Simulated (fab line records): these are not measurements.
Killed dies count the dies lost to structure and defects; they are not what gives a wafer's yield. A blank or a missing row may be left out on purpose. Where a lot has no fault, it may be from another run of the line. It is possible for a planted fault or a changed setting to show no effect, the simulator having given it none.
fab line records    flow nand_harc
record lots=12  wafers=36  last_day=34
route steps=1302 shown A_M0@1159 A_M1@1181 END@1302
lots untouched by any fault: they come from a run of this same line in which no faults occurred
start_h: the number of hours between the record's first day and the start of the first shown wafer of the lot    wait_h: hours elapsed since this lot's preceding step    " the same as in the row above    L1.1+2: one row covering several wafers at once    - value missing, or start not given    * or withheld: withheld    < > ~ a bound
route shown NAME@n: names a module that has steps shown in the file, with the first one's number in the route    usual: the fault-free wafers' mean and standard deviation    same: alike in all rows    chamber/n: place in a boat    sites: readings site by site    _std_site: standard deviation across them    _edge_site: outer sites' mean less inner sites'    radius_mm: how far each site lies from the wafer's centre    mask NAME#n: copy n    behind: the most recent tool/chamber to have shaped the wafer    hold: reason for holding the lot/hours on hold/outcome of the hold    device: the n, p or np transistor that did not switch    end of line: tests of these same wafers at the route's end    where a step has no rows: the recipe by itself    killed: dies that structure and defects cost at the first sort, which is not the same as the wafer's yield    map: the dies of a wafer, with x for killed, . for not killed, _ for no die there
set.NAME: the run value of the setting; set.NAME@STEP: its run value at that earlier step    model.NAME: the simulator's own value behind a step, which no gauge read
a sample of lots followed through the steps of the route, with each step as a table and each wafer as a row
services: the hour from which a tool's chamber was out of use, counted from the record's first day as start_h (under 0 if before that day), plus the number of hours and why
## steps
# step NHARC_A_M0_PVD_21
# recipe target_thk_a=300  chamber_pressure_pa=5  power_w=5000  substrate_temp_c=30  time_s=20.49  material=Cu
# usual throttle_valve_pct=30.8/1.3
lot.wafer  tool            chamber  start_h  wait_h  throttle_valve_pct
L120.1     pvd_sputter-03  -        -        -       29.6
L120.5     "               -        "        "       28.4
L120.6     "               -        "        "       31.1
L119.1     pvd_sputter-01  -        -        -       31.1
L119.4     "               -        "        "       30.1
L119.6     "               -        "        "       30.7
L121.1     pvd_sputter-02  -        -        -       33.0
L121.6     "               -        "        "       30.9
L121.5     "               -        "        "       28.4
L122.2     pvd_sputter-01  -        -        -       30.7
L122.5     "               -        "        "       31.1
L122.6     "               -        "        "       30.1
L127.1     pvd_sputter-03  -        -        -       29.8
L127.4     "               -        "        "       29.3
L127.6     "               -        "        "       29.5
L130.2     pvd_sputter-02  -        -        -       32.3
L130.1     "               -        "        "       31.7
L130.5     "               -        "        "       32.7
L134.1     pvd_sputter-02  -        -        -       28.8
L134.2     "               -        "        "       31.6
L134.5     "               -        "        "       32.1
L136.3     pvd_sputter-01  -        -        -       30.3
L136.1     "               -        "        "       31.8
L136.4     "               -        "        "       30.1
L135.2     pvd_sputter-02  -        -        -       29.0
L135.3     "               -        "        "       31.8
L135.5     "               -        "        "       32.3
L139.4     pvd_sputter-02  -        -        -       31.8
L139.1     "               -        "        "       32.6
L139.5     "               -        "        "       31.7
L140.3     pvd_sputter-01  -        -        -       31.9
L140.2     "               -        "        "       30.1
L140.6     "               -        "        "       31.0
L141.3     pvd_sputter-02  -        -        -       31.4
L141.6     "               -        "        "       32.4
L141.5     "               -        "        "       31.8
# step NHARC_A_M0_DEP_32
# recipe target_thk_a=300  temp_c=370  target_thk_nm=30  pressure_torr=3  flow_sccm=200  rf_w=450  material=SiCN
# usual heater_power_w=572/78
lot.wafer  tool      chamber  start_h  wait_h  heater_power_w
L120.1     pecvd-01  2        539.45   0.1     523
L120.6     "         0        "        "       601
L120.5     "         2        "        "       543
L119.1     pecvd-01  1        543.38   0.1     609
L119.6     "         2        "        "       530
L119.4     "         0        "        "       548
L121.1     pecvd-01  0        554.83   0.1     549
L121.5     "         1        "        "       585
L121.6     "         2        "        "       552
L122.2     pecvd-03  0        561.55   0.1     637
L122.5     "         0        "        "       631
L122.6     "         2        "        "       676
L127.1     pecvd-03  1        608.01   0.1     534
L127.4     "         1        "        "       526
L127.6     "         2        "        "       672
L130.2     pecvd-01  0        652.17   0.1     645
L130.1     "         2        "        "       497
L130.5     "         0        "        "       607
L134.2     pecvd-02  0        689.12   0.1     540
L134.1     "         1        "        "       712
L134.5     "         1        "        "       709
L136.3     pecvd-02  1        711.77   0.1     724
L136.1     "         0        "        "       518
L136.4     "         1        "        "       755
L135.2     pecvd-01  1        713.52   0.1     660
L135.3     "         0        "        "       704
L135.5     "         2        "        "       472
L139.1     pecvd-01  2        735.45   0.1     526
L139.5     "         0        "        "       624
L139.4     "         2        "        "       539
L140.3     pecvd-03  0        750.60   0.1     595
L140.2     "         1        "        "       494
L140.6     "         1        "        "       504
L141.3     pecvd-03  2        774.31   0.1     677
L141.5     "         2        "        "       663
L141.6     "         1        "        "       560
# step NHARC_A_M1_INSPECT_11
# usual raw_defect_count=91/39
lot.wafer  tool               chamber  start_h  wait_h  raw_defect_count
L120.1     defect_inspect-02  -        540.61   0.0     92
L120.5     "                  -        "        "       100
L120.6     "                  -        "        "       105
L119.1     defect_inspect-02  -        544.73   0.0     52
L119.4     "                  -        "        "       67
L119.6     "                  -        "        "       59
L121.1     defect_inspect-02  -        556.11   0.0     61
L121.5     "                  -        "        "       379
L121.6     "                  -        "        "       69
L122.2     defect_inspect-02  -        562.92   0.0     58
L122.5     "                  -        "        "       62
L122.6     "                  -        "        "       58
L127.1     defect_inspect-01  -        609.44   0.0     115
L127.4     "                  -        "        "       138
L127.6     "                  -        "        "       151
L130.1     defect_inspect-01  -        653.54   0.0     19
L130.2     "                  -        "        "       30
L130.5     "                  -        "        "       21
L134.1     defect_inspect-01  -        690.49   0.0     35
L134.2     "                  -        "        "       18
L134.5     "                  -        "        "       21
L136.1     defect_inspect-02  -        713.15   0.0     97
L136.3     "                  -        "        "       92
L136.4     "                  -        "        "       110
L135.2     defect_inspect-02  -        714.89   0.0     93
L135.3     "                  -        "        "       90
L135.5     "                  -        "        "       73
L139.1     defect_inspect-01  -        736.72   0.0     96
L139.4     "                  -        "        "       82
L139.5     "                  -        "        "       72
L140.2     defect_inspect-01  -        752.11   0.0     134
L140.3     "                  -        "        "       146
L140.6     "                  -        "        "       150
L141.3     defect_inspect-02  -        775.66   0.0     136
L141.5     "                  -        "        "       149
L141.6     "                  -        "        "       144
# step NHARC_A_M1_STRIP_18
# recipe power_w=1000  n2_flow_sccm=150  h2_flow_sccm=150  ar_flow_sccm=0  bias_w=0  chemistry=N2/H2
# usual drypump_motor_current_A=6.0/0.59  h2_flow_sccm=150.0/0.41  oes_product_au=0.999/0.01  rf_vpp_V=90.5/1.1  showerhead_plenum_p_Torr=2.04/0.093  throttle_valve_pct=14.172/0.0089
lot.wafer  tool         chamber  start_h  wait_h  drypump_motor_current_A  h2_flow_sccm  oes_product_au  rf_hours_counter_h  rf_vpp_V  showerhead_plenum_p_Torr  throttle_valve_pct
L120.1     rie_diel-04  1        541.11   0.1     6.8                      150.2         1.002           0.0                 89.9      2.02                      14.175
L120.5     "            3        "        "       5.4                      149.3         0.993           -                   91.5      2.02                      14.169
L120.6     "            0        "        "       6.5                      149.9         1.004           -                   90.8      2.13                      14.165
L119.1     rie_diel-04  2        545.23   0.1     6.7                      150.2         1.004           0.1                 89.4      1.98                      14.162
L119.4     "            0        "        "       6.4                      150.5         1.002           0.2                 90.0      2.13                      14.164
L119.6     "            2        "        "       6.7                      150.1         1.003           -                   90.1      1.98                      14.182
L121.1     rie_diel-03  1        556.60   0.1     6.3                      149.8         1.012           3.2                 89.6      2.02                      14.167
L121.6     "            3        "        "       5.9                      148.9         0.994           -                   92.2      2.20                      14.175
L121.5     "            0        "        "       5.8                      149.5         1.008           -                   91.3      1.94                      14.162
L122.2     rie_diel-04  2        563.43   0.1     6.8                      150.1         0.989           2.8                 88.1      1.98                      14.166
L122.6     "            3        "        "       5.4                      150.9         0.998           -                   91.7      2.02                      14.164
L122.5     "            2        "        "       6.7                      149.8         1.009           -                   89.6      1.98                      14.178
L127.1     rie_diel-04  3        609.88   0.1     5.4                      150.4         0.981           5.8                 88.0      2.02                      14.162
L127.4     "            1        "        "       6.7                      149.5         0.995           3.2                 89.2      2.02                      14.186
L127.6     "            0        "        "       6.5                      150.4         0.992           -                   91.5      2.13                      14.176
L130.1     rie_diel-02  3        654.00   0.1     4.7                      150.4         1.002           3.8                 91.6      2.19                      14.172
L130.2     "            0        "        "       6.3                      150.1         1.008           3.6                 88.9      1.88                      14.181
L130.5     "            3        "        "       4.7                      151.0         1.002           -                   91.6      2.19                      14.186
L134.1     rie_diel-02  1        691.00   0.1     6.0                      149.9         1.014           6.1                 90.6      2.14                      14.167
L134.2     "            2        "        "       6.3                      149.4         1.006           6.1                 90.9      1.93                      14.171
L134.5     "            1        "        "       6.0                      150.0         1.011           -                   92.2      2.14                      14.162
L136.1     rie_diel-02  1        713.59   0.1     6.0                      149.6         1.012           6.3                 89.9      2.14                      14.159
L136.4     "            3        "        "       4.7                      149.6         1.011           7.9                 90.9      2.19                      14.186
L136.3     "            0        "        "       6.3                      149.8         0.998           7.2                 87.9      1.88                      14.181
L135.3     rie_diel-02  2        715.36   0.1     6.2                      150.2         1.002           7.7                 91.2      1.93                      14.168
L135.2     "            1        "        "       6.0                      149.9         1.013           6.5                 90.7      2.14                      14.167
L135.5     "            2        "        "       6.2                      150.1         1.008           -                   89.9      1.93                      14.175
L139.1     rie_diel-03  1        737.16   0.1     6.3                      149.6         1.000           3.1                 91.4      2.02                      14.182
L139.4     "            2        "        "       5.2                      149.8         0.990           3.1                 90.5      1.98                      14.165
L139.5     "            2        "        "       5.2                      150.6         0.989           -                   89.3      1.98                      14.167
L140.2     rie_diel-03  0        752.55   0.1     5.8                      149.7         0.996           3.1                 88.6      1.94                      14.162
L140.3     "            1        "        "       6.3                      149.9         0.979           3.4                 91.3      2.02                      14.188
L140.6     "            0        "        "       5.8                      150.2         1.005           -                   88.9      1.94                      14.168
L141.3     rie_diel-03  3        776.10   0.1     5.9                      150.6         0.999           4.1                 92.4      2.20                      14.167
L141.5     "            3        "        "       5.9                      150.7         1.006           -                   91.5      2.20                      14.184
L141.6     "            0        "        "       5.8                      150.3         0.997           -                   90.5      1.94                      14.157
# step NHARC_A_M1_PVD_20
# recipe target_thk_a=50  bias_v=168.6  power_w=15000  chamber_pressure_pa=0.12  time_s=8.06  substrate_temp_c=50  material=TaN
# usual bias_v=168.6/1.5  throttle_valve_pct=30.7/1.1
lot.wafer  tool            chamber  start_h  wait_h  bias_v  throttle_valve_pct
L120.1     pvd_sputter-03  -        -        -       169.3   31.0
L120.5     "               -        "        "       168.1   29.4
L120.6     "               -        "        "       168.2   28.7
L119.4     pvd_sputter-02  -        -        -       167.7   28.4
L119.1     "               -        "        "       166.6   32.8
L119.6     "               -        "        "       168.6   28.7
L121.1     pvd_sputter-01  -        -        -       168.3   31.0
L121.6     "               -        "        "       170.3   30.1
L121.5     "               -        "        "       168.6   30.7
L122.2     pvd_sputter-01  -        -        -       168.0   30.6
L122.6     "               -        "        "       171.1   30.9
L122.5     "               -        "        "       168.3   30.8
L127.4     pvd_sputter-01  -        -        -       168.7   30.1
L127.1     "               -        "        "       166.1   31.7
L127.6     "               -        "        "       170.1   30.8
L130.2     pvd_sputter-01  -        -        -       167.6   30.0
L130.1     "               -        "        "       169.5   30.8
L130.5     "               -        "        "       167.0   29.9
L134.2     pvd_sputter-03  -        -        -       171.7   28.8
L134.1     "               -        "        "       171.2   29.5
L134.5     "               -        "        "       171.2   31.3
L136.4     pvd_sputter-02  -        -        -       168.3   31.6
L136.3     "               -        "        "       166.1   29.4
L136.1     "               -        "        "       168.7   31.6
L135.2     pvd_sputter-01  -        -        -       166.8   31.6
L135.3     "               -        "        "       167.2   30.1
L135.5     "               -        "        "       168.3   31.8
L139.1     pvd_sputter-02  -        -        -       166.6   29.0
L139.4     "               -        "        "       170.7   32.5
L139.5     "               -        "        "       169.1   31.8
L140.3     pvd_sputter-02  -        -        -       167.8   31.5
L140.2     "               -        "        "       169.2   29.1
L140.6     "               -        "        "       168.5   32.5
L141.3     pvd_sputter-02  -        -        -       169.4   32.2
L141.6     "               -        "        "       168.1   31.8
L141.5     "               -        "        "       171.1   31.6
# step NHARC_END_SORT_01
# recipe temp_c=25
# usual defect_limited_yield=90/3.1  killed_at_array=61/20  killed_at_other=0.9/1.1  killed_at_periphery=3.7/2.5  killed_dies=65/21  killed_open=3.3/1.8  killed_short=2.3/1.5
# same gross_dies=677
lot.wafer  tool       chamber  start_h  wait_h  defect_limited_yield[%]  killed_at_array  killed_at_other  killed_at_periphery  killed_dies  killed_open  killed_short
L121.1     prober-01  0        591.37   2.5     93                       44               1                1                    46           1            3
L121.5     prober-01  0        594.60   3.7     87                       82               0                9                    91           4            3
L121.6     prober-01  0        595.41   4.0     93                       42               0                5                    47           2            1
L127.1     prober-02  0        644.11   2.5     89                       73               0                1                    74           1            1
L127.4     prober-02  0        646.52   3.4     88                       78               0                2                    80           3            3
L127.6     prober-02  0        648.12   4.0     85                       99               0                5                    104          7            4
L134.1     prober-02  0        728.04   2.5     95                       27               3                7                    37           5            0
L134.2     prober-02  0        728.83   2.8     96                       19               3                5                    27           2            3
L134.5     prober-02  0        731.21   3.7     96                       20               2                6                    28           3            2
# killed by level:class
L121.1 A_SLIT:chamber_film_flake=19 A_CHANNEL_HOLE_D2:chamber_film_flake=8 A_CONTACT:chamber_film_flake=5 A_CHANNEL_HOLE_D1:chamber_film_flake=4 A_CHANNEL_FILL_D2:chamber_film_flake=2 A_SOURCE_PLATE:geometric_particle:short=1 A_CHANNEL_FILL_D1:geometric_particle:short=1 A_SGD_CUT:geometric_particle:open=1
L121.5 A_M0:unspecified=42 A_SLIT:chamber_film_flake=22 P_STI:chamber_film_flake=5 A_CHANNEL_HOLE_D2:chamber_film_flake=5 P_ZERO_WELL:chamber_film_flake=3 A_CONTACT:chamber_film_flake=3 A_DECK1_JOINT:geometric_particle:open=2 P_M2:geometric_particle:open=1
L121.6 A_SLIT:chamber_film_flake=24 A_CHANNEL_HOLE_D2:chamber_film_flake=5 P_STI:chamber_film_flake=4 A_STAIRCASE:chamber_film_flake=4 A_CHANNEL_HOLE_D1:chamber_film_flake=3 A_WL_FILL:geometric_particle:open=1 A_WL_FILL:geometric_particle:short=1 A_M0:geometric_particle:open=1
L127.1 A_CHANNEL_HOLE_D1:chamber_film_flake=32 A_SLIT:chamber_film_flake=24 A_CHANNEL_HOLE_D2:chamber_film_flake=7 A_CONTACT:chamber_film_flake=3 A_STAIRCASE:chamber_film_flake=2 A_WL_FILL:chamber_film_flake=2 A_WL_FILL:geometric_particle:short=1 A_M0:geometric_particle:open=1
L127.4 A_CHANNEL_HOLE_D1:chamber_film_flake=31 A_SLIT:chamber_film_flake=26 A_CHANNEL_HOLE_D2:chamber_film_flake=10 A_STAIRCASE:chamber_film_flake=2 A_CONTACT:chamber_film_flake=2 A_CHANNEL_FILL_D2:geometric_particle:short=1 A_CONTACT:geometric_particle:short=1 A_BLC:geometric_particle:open=1
L127.6 A_CHANNEL_HOLE_D1:chamber_film_flake=39 A_SLIT:chamber_film_flake=28 A_CHANNEL_HOLE_D2:chamber_film_flake=16 A_STAIRCASE:chamber_film_flake=5 A_CONTACT:chamber_film_flake=3 P_GATE:geometric_particle:open=2 P_STI:geometric_particle:open=1 P_M0:geometric_particle:open=1
L134.1 A_CHANNEL_HOLE_D1:chamber_film_flake=10 A_CONTACT:chamber_film_flake=7 P_STI:chamber_film_flake=3 A_M1:geometric_particle:open=2 P_ZERO_WELL:chamber_film_flake=2 A_CHANNEL_FILL_D2:chamber_film_flake=2 A_STAIRCASE:chamber_film_flake=2 A_SLIT:chamber_film_flake=2
L134.2 A_SLIT:chamber_film_flake=8 A_CHANNEL_HOLE_D1:chamber_film_flake=4 A_CONTACT:chamber_film_flake=3 P_BONDPAD:chamber_film_flake=2 P_CONTACT:geometric_particle:open=1 P_M0:geometric_particle:short=1 A_ONON_D1:geometric_particle:short=1 A_CHANNEL_HOLE_D2:geometric_particle:open=1
L134.5 A_CHANNEL_HOLE_D1:chamber_film_flake=8 A_M0:geometric_particle:open=2 P_ZERO_WELL:chamber_film_flake=2 P_STI:chamber_film_flake=2 A_WL_FILL:chamber_film_flake=2 A_CONTACT:chamber_film_flake=2 THIN_TSV:chamber_film_flake=2 P_CONTACT:geometric_particle:short=1
## services
tool            chamber  start_h  hours  kind
rie_diel-03     0        515.95   36.2   repair
pvd_sputter-01  -        519.07   3.4    repair
pecvd-03        1        522.13   34.3   repair
pvd_sputter-03  -        526.44   10.0   pm
rie_diel-04     -        531.90   9.0    pm
pecvd-03        2        542.73   4.7    repair
pecvd-03        -        547.40   13.0   pm
rie_diel-04     1        555.22   12.4   repair
rie_diel-02     -        556.12   0.8    repair
rie_diel-02     -        570.72   9.0    pm
pvd_sputter-01  -        582.07   10.0   pm
rie_diel-03     2        582.95   8.1    repair
rie_diel-02     2        583.96   4.6    repair
rie_diel-04     0        585.45   4.5    repair
rie_diel-02     -        596.22   1.1    repair
pvd_sputter-03  -        603.94   1.4    repair
pecvd-03        0        607.51   3.7    repair
rie_diel-03     -        635.30   9.0    pm
pvd_sputter-02  -        638.04   10.0   pm
pecvd-03        0        653.22   24.7   repair
rie_diel-04     3        662.12   3.4    repair
pecvd-01        -        673.50   13.0   pm
rie_diel-02     0        675.57   1.6    repair
pvd_sputter-01  -        760.07   10.0   pm
## key
first_sign step=NHARC_A_M1_INSPECT_11  reading=raw_defect_count  direction=up  sigmas=7.3  usual=91  struck=379
more_kills_born_at NHARC_A_M0_DEP_32@pecvd-01=42
met_at NHARC_A_M0_DEP_32
struck_lots L121
struck_wafers L121.5
not_acting_at NHARC_A_M0_PVD_21,NHARC_A_M1_STRIP_18,NHARC_A_M1_PVD_20
onset_between 543.38 554.83
fault kind=chamber_particle_source  tool=pecvd-01  chamber=1  onset_h=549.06  steps=NHARC_A_M0_DEP_32  rate_per_visit_cm2=0.50095  end_h=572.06
